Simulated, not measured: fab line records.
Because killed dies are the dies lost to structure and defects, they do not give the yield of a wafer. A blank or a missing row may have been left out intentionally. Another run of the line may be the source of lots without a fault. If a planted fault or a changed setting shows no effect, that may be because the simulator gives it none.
fab line records | flow n5_finfet
record: lots: 24 wafers: 72 last_day: 18
route steps=1938 shown ILD0@341 SDB@347 HKMG_FIN@398
lots with no fault: from the same line, run without faults
start_h: hours from the record's opening day to when the first of the lot's shown wafers began | wait_h: time in hours since the lot's previous step | " as in the row above | L1.1+2: a row that stands for several wafers | - no value, or no start was given | * or withheld: withheld | < > ~ a bound
route shown NAME@n: NAME is a module with steps in the file, n the number in the route of the first one | usual: the fault-free wafers' mean and standard deviation | same: alike in all rows | chamber/n: place in a boat | sites: each site's reading | _std_site: their standard deviation | _edge_site: outer sites' mean less inner sites' | radius_mm: how far each site lies from the wafer's centre | mask NAME#n: copy n | behind: the last tool/chamber to shape the wafer | hold: why the lot was held/for how many hours/how that ended | device: names the non-switching transistor (n, p or np) | end of line: the route-end tests of the same wafers | step lacking rows: just its recipe | killed: the dies lost at the first sort to structure and to defects; this is not the yield of the wafer | map: a wafer's dies, x killed, . not, _ none there
set.NAME: setting as actually run; set.NAME@STEP: the setting as run at that earlier step | model.NAME: the simulator's own value behind a step, which no gauge read
the route's steps for a sample of lots (tables are steps, rows are wafers)
services: when a tool's chamber went out of use (start_h, in hours from the record's first day, below 0 if earlier), for how many hours, and the reason
== steps ==
step: N5_ILD0_THK_MEAS_08
usual: thk_nm: 139.4/1.3
columns lot.wafer tool chamber start_h wait_h thk_nm
L074.4 film_metro-01 - 64.23 - 139.7
L074.5 " - " " 139.9
L074.6 " - " " 139.8
L075.2 film_metro-02 - 70.91 - 136.6
L075.4 " - " " 140.8
L075.6 " - " " 138.8
L076.2 film_metro-01 - 75.22 - 140.6
L076.3 " - " " 139.2
L076.5 " - " " 139.6
L077.1 film_metro-01 - 81.93 - 140.5
L077.2 " - " " 139.1
L077.5 " - " " 140.8
L078.2 film_metro-01 - 89.61 - 138.0
L078.5 " - " " 139.7
L078.6 " - " " 137.9
L079.3 film_metro-01 - 100.82 - 138.1
L079.4 " - " " 138.7
L079.5 " - " " 139.5
L080.2 film_metro-02 - 101.62 - 137.6
L080.5 " - " " 137.6
L080.6 " - " " 139.6
L081.2 film_metro-02 - 109.64 - 138.8
L081.4 " - " " 137.5
L081.5 " - " " 141.1
L082.1 film_metro-02 - 111.10 - 138.6
L082.3 " - " " 140.4
L082.5 " - " " 139.5
L083.1 film_metro-02 - 117.31 - 137.9
L083.3 " - " " 140.4
L083.4 " - " " 140.0
L084.2 film_metro-01 - 122.20 - 139.2
L084.4 " - " " 136.3
L084.6 " - " " 140.5
L085.1 film_metro-02 - 129.87 - 140.1
L085.2 " - " " 141.9
L085.6 " - " " 141.3
L086.3 film_metro-01 - 135.98 - 136.9
L086.4 " - " " 138.9
L086.5 " - " " 138.0
L087.3 film_metro-02 - 139.39 - 139.7
L087.4 " - " " 140.2
L087.5 " - " " 140.5
L088.2 film_metro-02 - 149.19 - 140.4
L088.4 " - " " 139.2
L088.5 " - " " 141.3
L089.2 film_metro-01 - 159.26 - 137.6
L089.3 " - " " 139.3
L089.5 " - " " 139.9
L090.3 film_metro-02 - 167.20 - 141.1
L090.4 " - " " 138.6
L090.5 " - " " 139.5
L092.1 film_metro-01 - 169.40 - 139.2
L092.2 " - " " 140.7
L092.3 " - " " 139.6
L091.1 film_metro-01 - 170.30 - 138.0
L091.2 " - " " 135.9
L091.3 " - " " 138.6
L093.2 film_metro-02 - 176.82 - 137.3
L093.3 " - " " 138.9
L093.4 " - " " 137.9
L094.1 film_metro-01 - 187.16 - 141.0
L094.5 " - " " 141.8
L094.6 " - " " 141.4
L095.2 film_metro-02 - 196.63 - 139.4
L095.3 " - " " 137.5
L095.4 " - " " 140.7
L097.2 film_metro-02 - 208.90 - 140.8
L097.4 " - " " 138.4
L097.5 " - " " 139.9
L096.1 film_metro-02 - 211.60 - 138.0
L096.2 " - " " 140.6
L096.4 " - " " 140.0
step: N5_SDB_HM_DEP_00
recipe: material: SiNx target_thk_a: 400 temp_c: 400 precursor: SiH4/NH3/N2 pressure_torr: 1.5 rf_w: 300 time_s: 35.3
usual: heater_power_w: 755/120 showerhead_plenum_p_Torr: 5.16/0.05 throttle_valve_pct: 38.9/1.7
same: time_s: 35.3
columns lot.wafer tool chamber start_h wait_h heater_power_w showerhead_plenum_p_Torr throttle_valve_pct
L074.4 pecvd-04 2 67.70 0.1 597 5.12 37.8
L074.5 " 1 " " 713 5.16 40.5
L074.6 " 0 " " 771 5.09 39.8
L075.2 pecvd-04 0 74.19 0.0 750 5.10 40.1
L075.4 " 0 " " 752 5.11 39.7
L075.6 " 1 " " 767 5.18 40.5
L076.2 pecvd-03 2 78.75 0.0 986 5.25 36.8
L076.3 " 1 " " 725 5.18 40.9
L076.5 " 1 " " 698 5.16 41.2
L077.1 pecvd-03 1 85.20 0.0 721 5.16 41.0
L077.2 " 2 " " 958 5.25 37.0
L077.5 " 1 " " 727 5.17 40.7
L078.2 pecvd-03 2 93.79 0.0 910 5.25 37.0
L078.5 " 2 " " 901 5.25 37.0
L078.6 " 1 " " 752 5.15 40.8
L079.3 pecvd-04 2 104.10 0.0 548 5.09 37.8
L079.4 " 0 " " 686 5.10 39.9
L079.5 " 2 " " 541 5.10 38.1
L080.2 pecvd-04 1 105.07 0.0 792 5.16 40.4
L080.5 " 0 " " 775 5.09 40.1
L080.6 " 1 " " 789 5.19 40.4
L081.2 pecvd-02 0 113.76 0.0 927 5.15 39.2
L081.4 " 1 " " 950 5.15 40.7
L081.5 " 0 " " 915 5.16 39.2
L082.1 pecvd-03 0 114.88 0.0 629 5.22 36.8
L082.3 " 1 " " 659 5.17 41.2
L082.5 " 1 " " 630 5.17 41.0
L083.1 pecvd-03 2 120.59 0.0 991 5.27 37.4
L083.3 " 1 " " 654 5.16 40.8
L083.4 " 0 " " 688 5.20 37.1
L084.2 pecvd-03 2 125.48 0.0 959 5.26 37.1
L084.4 " 1 " " 696 5.16 40.8
L084.6 " 2 " " 948 5.25 36.9
L085.1 pecvd-04 1 133.24 0.0 704 5.15 40.4
L085.2 " 2 " " 614 5.11 38.2
L085.6 " 1 " " 705 5.17 40.5
L086.3 pecvd-03 1 139.29 0.0 650 5.15 41.1
L086.4 " 1 " " 655 5.17 41.0
L086.5 " 2 " " 950 5.24 37.0
L087.3 pecvd-04 1 142.66 0.0 676 5.17 40.4
L087.4 " 2 " " 659 5.09 37.9
L087.5 " 0 " " 787 5.08 39.8
L088.2 pecvd-04 1 152.47 0.0 720 5.17 40.3
L088.4 " 1 " " 721 5.17 40.7
L088.5 " 2 " " 579 5.11 38.5
L089.2 pecvd-02 0 162.54 0.0 878 5.13 39.4
L089.3 " 1 " " 852 5.16 40.5
L089.5 " 1 " " 855 5.16 40.8
L090.3 pecvd-02 1 170.51 0.1 848 5.15 40.6
L090.4 " 2 " " 852 5.15 35.7
L090.5 " 1 " " 883 5.15 40.6
L092.1 pecvd-02 2 172.68 0.0 798 5.18 35.9
L092.2 " 1 " " 898 5.15 40.6
L092.3 " 1 " " 915 5.16 40.8
L091.1 pecvd-03 0 173.58 0.0 687 5.21 36.9
L091.2 " 2 " " 1015 5.25 37.3
L091.3 " 1 " " 747 5.16 41.0
L093.2 pecvd-03 2 180.31 0.0 988 5.25 37.3
L093.3 " 1 " " 742 5.16 41.0
L093.4 " 1 " " 705 5.16 40.9
L094.1 pecvd-04 0 190.44 0.0 672 5.09 39.8
L094.5 " 0 " " 682 5.10 40.0
L094.6 " 1 " " 755 5.18 40.5
L095.2 pecvd-03 2 199.90 0.0 958 5.24 37.6
L095.3 " 1 " " 635 5.16 41.0
L095.4 " 0 " " 618 5.20 37.2
L097.2 pecvd-04 0 212.20 0.0 779 5.10 39.8
L097.4 " 2 " " 568 5.09 38.4
L097.5 " 0 " " 787 5.09 39.6
L096.1 pecvd-04 1 215.12 0.1 773 5.17 40.6
L096.2 " 0 " " 791 5.10 39.9
L096.4 " 0 " " 778 5.09 40.1
step: N5_SDB_OVL_MEAS_12
recipe: points_per_wafer: 44
usual: SDB_OVL: 0.1/0.66
columns lot.wafer tool chamber start_h wait_h SDB_OVL[nm]
L074.4 overlay-02 0 68.16 0.0 -0.2
L074.5 " 0 " " 1.1
L074.6 " 0 " " -0.6
L075.2 overlay-02 0 74.67 0.0 0.2
L075.4 " 0 " " 0.0
L075.6 " 0 " " -0.7
L076.2 overlay-02 0 79.24 0.0 -1.0
L076.3 " 0 " " -0.2
L076.5 " 0 " " -0.3
L077.1 overlay-02 0 85.56 0.0 -1.6
L077.2 " 0 " " 0.2
L077.5 " 0 " " -0.4
L078.2 overlay-02 0 94.27 0.0 -0.6
L078.5 " 0 " " -0.6
L078.6 " 0 " " 0.3
L079.3 overlay-01 0 104.45 0.0 0.1
L079.4 " 0 " " 0.3
L079.5 " 0 " " -0.2
L080.2 overlay-02 0 105.43 0.0 -0.7
L080.5 " 0 " " 0.9
L080.6 " 0 " " 0.5
L081.2 overlay-01 0 114.11 0.0 0.7
L081.4 " 0 " " 0.7
L081.5 " 0 " " 0.5
L082.1 overlay-01 0 115.37 0.0 0.2
L082.3 " 0 " " -0.1
L082.5 " 0 " " 0.3
L083.1 overlay-02 0 121.07 0.0 0.4
L083.3 " 0 " " 1.0
L083.4 " 0 " " 0.7
L084.2 overlay-01 0 125.96 0.0 -0.2
L084.4 " 0 " " -0.9
L084.6 " 0 " " 0.4
L085.1 overlay-02 0 133.60 0.0 0.5
L085.2 " 0 " " 0.2
L085.6 " 0 " " 0.4
L086.3 overlay-02 0 139.78 0.0 -0.4
L086.4 " 0 " " -1.1
L086.5 " 0 " " -0.3
L087.3 overlay-02 0 143.14 0.0 -0.5
L087.4 " 0 " " -0.1
L087.5 " 0 " " -0.5
L088.2 overlay-01 0 152.83 0.0 -0.4
L088.4 " 0 " " 0.5
L088.5 " 0 " " 0.4
L089.2 overlay-01 0 162.91 0.0 1.5
L089.3 " 0 " " 1.0
L089.5 " 0 " " 1.0
L090.3 overlay-01 0 170.86 0.0 -0.6
L090.4 " 0 " " 1.6
L090.5 " 0 " " 0.3
L092.1 overlay-02 0 173.20 0.0 0.0
L092.2 " 0 " " 0.8
L092.3 " 0 " " 1.3
L091.1 overlay-01 0 174.06 0.0 2.0
L091.2 " 0 " " 0.8
L091.3 " 0 " " 1.7
L093.2 overlay-02 0 180.79 0.0 0.0
L093.3 " 0 " " -0.3
L093.4 " 0 " " 0.4
L094.1 overlay-02 0 190.92 0.0 -0.2
L094.5 " 0 " " -0.6
L094.6 " 0 " " -0.4
L095.2 overlay-01 0 200.40 0.0 -0.2
L095.3 " 0 " " 0.4
L095.4 " 0 " " 0.6
L097.2 overlay-01 0 212.56 0.0 0.0
L097.4 " 0 " " -0.6
L097.5 " 0 " " 0.0
L096.1 overlay-02 0 215.61 0.0 -0.7
L096.2 " 0 " " -0.1
L096.4 " 0 " " -0.5
step: N5_SDB_THK_MEAS_31
recipe: reads: a-Si_of_DUMMY_GATE_CVD_03
usual: SDB_THK: 64.3/1
columns lot.wafer tool chamber start_h wait_h SDB_THK[nm]
L074.4 film_metro-01 - 72.43 - 65.4
L074.5 " - " " 65.6
L074.6 " - " " 65.2
L075.2 film_metro-01 - 78.84 - 64.8
L075.4 " - " " 65.2
L075.6 " - " " 64.3
L076.2 film_metro-02 - 83.12 - 63.4
L076.3 " - " " 64.2
L076.5 " - " " 64.0
L077.1 film_metro-02 - 89.92 - 63.6
L077.2 " - " " 64.6
L077.5 " - " " 63.4
L078.2 film_metro-02 - 98.27 - 63.4
L078.5 " - " " 65.3
L078.6 " - " " 63.3
L079.3 film_metro-01 - 111.34 - 64.8
L079.4 " - " " 65.3
L079.5 " - " " 65.0
L080.2 film_metro-01 - 113.01 - 65.0
L080.5 " - " " 65.8
L080.6 " - " " 64.2
L081.2 film_metro-02 - 118.52 - 65.1
L081.4 " - " " 65.7
L081.5 " - " " 65.9
L082.1 film_metro-01 - 119.49 - 64.0
L082.3 " - " " 64.2
L082.5 " - " " 63.5
L083.1 film_metro-02 - 126.11 - 65.3
L083.3 " - " " 65.6
L083.4 " - " " 65.3
L084.2 film_metro-02 - 129.89 - 64.6
L084.4 " - " " 63.2
L084.6 " - " " 63.8
L085.1 film_metro-02 - 137.48 - 63.7
L085.2 " - " " 64.0
L085.6 " - " " 62.7
L086.3 film_metro-02 - 143.74 - 64.5
L086.4 " - " " 65.1
L086.5 " - " " 63.5
L087.3 film_metro-01 - 147.41 - 63.9
L087.4 " - " " 63.3
L087.5 " - " " 64.7
L088.2 film_metro-01 - 156.73 - 63.3
L088.4 " - " " 64.5
L088.5 " - " " 64.7
L089.2 film_metro-01 - 166.79 - 62.3
L089.3 " - " " 63.4
L089.5 " - " " 62.0
L090.3 film_metro-01 - 174.74 - 62.2
L090.4 " - " " 62.8
L090.5 " - " " 62.5
L092.1 film_metro-01 - 178.38 - 65.4
L092.2 " - " " 65.5
L092.3 " - " " 66.0
L091.1 film_metro-01 - 178.91 - 65.0
L091.2 " - " " 64.2
L091.3 " - " " 65.1
L093.2 film_metro-02 - 185.18 - 64.3
L093.3 " - " " 65.4
L093.4 " - " " 66.3
L094.1 film_metro-02 - 195.09 - 63.9
L094.5 " - " " 63.6
L094.6 " - " " 64.6
L095.2 film_metro-02 - 204.91 - 64.5
L095.3 " - " " 63.7
L095.4 " - " " 64.0
L097.2 film_metro-02 - 216.45 - 65.6
L097.4 " - " " 65.3
L097.5 " - " " 64.8
L096.1 film_metro-02 - 219.80 - 63.5
L096.2 " - " " 62.8
L096.4 " - " " 65.1
step: N5_HKMG_FIN_CD_MEAS_49
recipe: target_cd_nm: 202 landing_energy_ev: 500 detector: se_inlens polarity: opening
usual: cd_nm: 201.8/0.72
columns lot.wafer tool chamber start_h wait_h cd_nm
L074.4 cd_sem-02 0 74.06 - 201.2
L074.5 " 0 " " 202.0
L074.6 " 0 " " 201.5
L075.2 cd_sem-03 0 80.58 - 202.3
L075.4 " 0 " " 202.7
L075.6 " 0 " " 202.3
L076.2 cd_sem-01 0 84.69 - 201.1
L076.3 " 0 " " 201.6
L076.5 " 0 " " 200.0
L077.1 cd_sem-03 0 91.59 - 200.9
L077.2 " 0 " " 201.8
L077.5 " 0 " " 201.6
L078.2 cd_sem-02 0 99.70 - 201.6
L078.5 " 0 " " 201.9
L078.6 " 0 " " 202.0
L079.3 cd_sem-01 0 113.18 - 201.6
L079.4 " 0 " " 202.2
L079.5 " 0 " " 201.7
L080.2 cd_sem-01 0 114.58 - 202.7
L080.5 " 0 " " 202.0
L080.6 " 0 " " 202.0
L081.2 cd_sem-02 0 120.18 - 202.9
L081.4 " 0 " " 201.4
L081.5 " 0 " " 201.6
L082.1 cd_sem-01 0 121.01 - 201.5
L082.3 " 0 " " 200.9
L082.5 " 0 " " 200.4
L083.1 cd_sem-03 0 127.83 - 202.9
L083.3 " 0 " " 203.6
L083.4 " 0 " " 203.6
L084.2 cd_sem-01 0 131.56 - 201.2
L084.4 " 0 " " 201.3
L084.6 " 0 " " 200.2
L085.1 cd_sem-02 0 139.04 - 201.5
L085.2 " 0 " " 201.6
L085.6 " 0 " " 201.2
L086.3 cd_sem-01 0 145.19 - 202.0
L086.4 " 0 " " 202.3
L086.5 " 0 " " 201.5
L087.3 cd_sem-03 0 148.97 - 201.4
L087.4 " 0 " " 201.6
L087.5 " 0 " " 201.6
L088.2 cd_sem-02 0 158.19 - 201.5
L088.4 " 0 " " 202.0
L088.5 " 0 " " 201.6
L089.2 cd_sem-01 0 168.35 - 201.6
L089.3 " 0 " " 201.7
L089.5 " 0 " " 202.0
L090.3 cd_sem-03 0 176.30 - 201.5
L090.4 " 0 " " 202.3
L090.5 " 0 " " 201.9
L092.1 cd_sem-01 0 180.03 - 201.9
L092.2 " 0 " " 201.0
L092.3 " 0 " " 201.6
L091.1 cd_sem-03 0 180.34 - 202.5
L091.2 " 0 " " 202.0
L091.3 " 0 " " 202.0
L093.2 cd_sem-02 0 186.75 - 202.2
L093.3 " 0 " " 202.8
L093.4 " 0 " " 201.6
L094.1 cd_sem-03 0 196.65 - 201.3
L094.5 " 0 " " 201.0
L094.6 " 0 " " 201.0
L095.2 cd_sem-03 0 206.58 - 200.6
L095.3 " 0 " " 201.6
L095.4 " 0 " " 200.9
L097.2 cd_sem-02 0 218.04 - 202.0
L097.4 " 0 " " 202.2
L097.5 " 0 " " 201.8
L096.1 cd_sem-01 0 221.24 - 202.2
L096.2 " 0 " " 202.5
L096.4 " 0 " " 203.1
step: N5_HKMG_FIN_STRIP_57
recipe: chemistry: CF4 resist: SiARC power_w: 300 bias_power_w: 75 pressure_mtorr: 50 cf4_flow_sccm: 150 rf_frequency_hz: 6e+07
usual: drypump_motor_current_A: 5.6/0.55 oes_product_au: 0.82/0.064 rf_vpp_V: 271.1/1.4 showerhead_plenum_p_Torr: 1.79/0.05 throttle_valve_pct: 13.50/0.22
columns lot.wafer tool chamber start_h wait_h drypump_motor_current_A oes_product_au rf_hours_counter_h rf_vpp_V showerhead_plenum_p_Torr throttle_valve_pct
L074.4 rie_diel-02 0 74.44 0.0 5.4 0.76 - 270.3 1.81 13.72
L074.5 " 2 " " 5.1 0.70 - 269.5 1.76 14.09
L074.6 " 3 " " 5.4 0.79 - 273.0 1.88 13.59
L075.2 rie_diel-03 3 80.95 0.0 6.0 0.77 101 271.2 1.80 13.29
L075.4 " 0 " " 5.5 0.87 - 274.8 1.89 12.99
L075.6 " 3 " " 6.0 0.77 - 271.7 1.81 13.28
L076.2 rie_diel-06 0 85.16 0.0 6.2 0.91 11 271.6 1.77 13.49
L076.3 " 3 " " 6.6 0.82 62 271.4 1.82 13.56
L076.5 " 0 " " 6.2 0.92 - 270.0 1.77 13.50
L077.1 rie_diel-03 2 91.96 0.0 5.6 0.95 1 271.7 1.84 13.10
L077.2 " 0 " " 5.5 0.86 45 274.0 1.89 13.00
L077.5 " 1 " " 6.1 0.95 - 271.6 1.85 13.26
L078.2 rie_diel-06 2 100.07 0.0 5.4 0.84 70 270.9 1.76 13.53
L078.5 " 0 " " 6.2 0.90 - 270.4 1.77 13.51
L078.6 " 1 " " 4.9 0.76 - 268.9 1.72 13.64
L079.3 rie_diel-03 2 113.55 0.0 5.6 0.90 10 270.8 1.84 13.12
L079.4 " 0 " " 5.5 0.85 54 271.9 1.88 13.02
L079.5 " 0 " " 5.4 0.84 - 274.0 1.88 13.02
L080.2 rie_diel-06 3 115.49 0.0 6.6 0.82 67 272.7 1.81 13.59
L080.5 " 1 " " 4.8 0.76 - 268.8 1.72 13.64
L080.6 " 2 " " 5.4 0.84 - 269.3 1.76 13.52
L081.2 rie_diel-03 2 121.00 0.0 5.6 0.89 13 272.7 1.84 13.13
L081.4 " 0 " " 5.5 0.83 57 272.5 1.88 13.05
L081.5 " 1 " " 6.1 0.91 - 273.8 1.84 13.27
L082.1 rie_diel-06 1 121.41 0.0 4.8 0.75 142 268.3 1.72 13.64
L082.3 " 2 " " 5.4 0.84 74 270.2 1.76 13.55
L082.5 " 2 " " 5.4 0.84 - 269.3 1.76 13.55
L083.1 rie_diel-03 0 128.43 0.0 5.5 0.84 60 272.9 1.88 13.05
L083.3 " 1 " " 6.1 0.91 29 271.3 1.84 13.29
L083.4 " 3 " " 6.0 0.75 118 269.9 1.80 13.33
L084.2 rie_diel-06 1 132.05 0.0 4.9 0.74 147 270.1 1.72 13.68
L084.4 " 1 " " 4.8 0.75 - 269.6 1.72 13.65
L084.6 " 3 " " 6.6 0.80 - 272.3 1.81 13.59
L085.1 rie_diel-06 1 139.41 0.0 4.8 0.74 150 269.5 1.72 13.67
L085.2 " 2 " " 5.4 0.83 82 269.2 1.76 13.57
L085.6 " 3 " " 6.6 0.80 - 271.7 1.81 13.59
L086.3 rie_diel-02 2 145.93 0.0 5.1 0.91 17 271.0 1.75 13.53
L086.4 " 0 " " 5.4 0.74 145 270.1 1.81 13.78
L086.5 " 1 " " 5.0 0.87 - 271.2 1.75 13.47
L087.3 rie_diel-02 3 149.34 0.0 5.4 0.77 137 272.2 1.87 13.67
L087.4 " 0 " " 5.4 0.74 146 270.1 1.80 13.79
L087.5 " 3 " " 5.4 0.77 - 274.5 1.87 13.64
L088.2 rie_diel-06 0 158.88 0.0 6.2 0.87 33 269.4 1.76 13.54
L088.4 " 2 " " 5.4 0.83 89 270.4 1.76 13.58
L088.5 " 2 " " 5.4 0.83 - 268.8 1.76 13.58
L089.2 rie_diel-06 2 168.71 0.0 5.4 0.82 92 270.4 1.76 13.59
L089.3 " 1 " " 4.8 0.74 161 269.5 1.72 13.69
L089.5 " 3 " " 6.6 0.79 - 271.9 1.81 13.60
L090.3 rie_diel-06 0 176.67 0.0 6.2 0.87 37 271.5 1.76 13.56
L090.4 " 1 " " 4.8 0.74 163 269.4 1.71 13.69
L090.5 " 0 " " 6.2 0.87 - 268.6 1.76 13.55
L092.1 rie_diel-03 3 180.51 0.0 6.0 0.74 132 271.0 1.80 13.36
L092.2 " 0 " " 5.5 0.82 73 274.3 1.88 13.09
L092.3 " 2 " " 5.6 0.85 30 271.5 1.83 13.18
L091.1 rie_diel-06 2 180.71 0.0 5.4 0.82 95 270.3 1.76 13.59
L091.2 " 1 " " 4.8 0.73 163 269.9 1.71 13.69
L091.3 " 3 " " 6.6 0.79 92 272.3 1.81 13.62
L093.2 rie_diel-02 3 187.46 0.0 5.4 0.76 149 271.9 1.87 13.71
L093.3 " 2 " " 5.1 0.89 31 270.7 1.75 13.58
L093.4 " 0 " " 5.4 0.73 158 270.1 1.80 13.82
L094.1 rie_diel-02 3 197.02 0.0 5.4 0.76 151 272.9 1.87 13.69
L094.5 " 3 " " 5.4 0.76 - 271.9 1.86 13.70
L094.6 " 2 " " 5.1 0.89 - 270.8 1.75 13.57
L095.2 rie_diel-02 0 207.23 0.0 5.4 0.72 164 271.3 1.80 13.84
L095.3 " 3 " " 5.4 0.76 155 272.9 1.86 13.72
L095.4 " 2 " " 5.1 0.88 38 270.2 1.75 13.58
L097.2 rie_diel-03 0 218.42 0.0 5.4 0.81 85 273.1 1.87 13.11
L097.4 " 1 " " 6.1 0.87 54 270.2 1.83 13.34
L097.5 " 0 " " 5.4 0.81 - 273.9 1.87 13.09
L096.1 rie_diel-06 3 221.61 0.0 6.6 0.78 105 271.8 1.80 13.67
L096.2 " 0 " " 6.2 0.84 50 271.6 1.76 13.58
L096.4 " 1 " " 4.8 0.72 177 269.2 1.71 13.75
== services ==
columns tool chamber start_h hours kind
rie_diel-03 1 47.64 - clean
rie_diel-03 1 47.64 - consumable_replace:focus_ring
rie_diel-03 1 47.64 20.5 scheduled_down
rie_diel-03 1 47.64 20.5 vent_cycle
rie_diel-02 3 49.63 8.5 repair
rie_diel-02 0 53.04 14.0 repair
pecvd-04 - 53.76 0.7 repair
rie_diel-02 - 63.34 4.1 repair
rie_diel-03 2 68.24 - clean
rie_diel-03 2 68.24 - consumable_replace:focus_ring
rie_diel-03 2 68.24 21.9 scheduled_down
rie_diel-06 - 100.57 14.6 pm
pecvd-02 - 104.29 2.8 pm
pecvd-04 0 116.33 2.1 scheduled_down
rie_diel-06 0 131.05 5.5 repair
pecvd-03 - 136.71 1.1 repair
pecvd-02 2 145.61 5.1 repair
pecvd-03 - 145.76 1.0 repair
pecvd-04 - 150.68 0.5 repair
rie_diel-06 0 162.38 3.7 repair
rie_diel-02 1 162.82 3.1 repair
pecvd-04 - 195.44 5.5 pm
pecvd-02 - 214.93 1.0 repair
pecvd-04 0 217.44 5.5 scheduled_down
== key ==
fault none
